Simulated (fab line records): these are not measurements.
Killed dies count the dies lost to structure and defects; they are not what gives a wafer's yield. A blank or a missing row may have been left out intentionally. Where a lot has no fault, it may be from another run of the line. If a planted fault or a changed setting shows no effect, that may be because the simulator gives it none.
Chamber matching + flow nand_harc + NHARC_P_M1_PRE_CLEAN_32 on pecvd-01 has 3 sister chambers
The step time 12 s. 14 wafers are shown with their chamber, then 7 later ones without.

WAFERS PAIRED WITH THEIR CHAMBERS
| wafer  | chamber | heater_power_w (W) |
|--------|---------|--------------------|
| L079.1 | 0       | 676                |
| L079.2 | 2       | 538                |
| L079.3 | 1       | 605                |
| L080.1 | 2       | 510                |
| L080.2 | 0       | 681                |
| L080.6 | 2       | 516                |
| L084.2 | 2       | 484                |
| L084.3 | 0       | 664                |
| L084.6 | 2       | 475                |
| L085.1 | 2       | 586                |
| L085.4 | 1       | 657                |
| L085.5 | 2       | 579                |
| L087.1 | 2       | 494                |
| L087.2 | 1       | 622                |

SIGNATURES, as means of the wafers listed above
| reading        | chamber 0 | chamber 1 | chamber 2 | scatter within a chamber |
|----------------|-----------|-----------|-----------|--------------------------|
| heater_power_w | 673.67    | 628.00    | 522.75    | 35.4                     |
Rule: a wafer lies at a distance from a chamber equal to the root of the sum of squares, over the readings, of (its reading less the chamber's mean, divided by the reading's scatter). The wafer belongs to the nearest chamber; if the next one is less than 2 further off, it can't be placed. The scatter: take each reading less its chamber's mean, square it, sum over the shown wafers, divide by the number of wafers less the number of chambers, and take the root.

WAFERS WITH NO CHAMBER GIVEN
| wafer  | heater_power_w (W) |
|--------|--------------------|
| L087.4 | 490                |
| L090.1 | 555                |
| L090.3 | 610                |
| L090.6 | 527                |
| L091.2 | 564                |
| L091.3 | 630                |
| L091.4 | 635                |

THE CHAMBER EACH PASSED THROUGH
| wafer  | from the rows above          | in truth |
|--------|------------------------------|----------|
| L087.4 | 2                            | 2        |
| L090.1 | can't be placed: 2 or 1      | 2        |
| L090.3 | can't be placed: 1 or 0 or 2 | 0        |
| L090.6 | 2                            | 2        |
| L091.2 | can't be placed: 2 or 1 or 0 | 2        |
| L091.3 | can't be placed: 1 or 0      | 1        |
| L091.4 | can't be placed: 1 or 0      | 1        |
2 of 7 placed correctly. These rows do not allow placing 5 (true chamber among the candidates in 5). Number placed wrongly: 0.
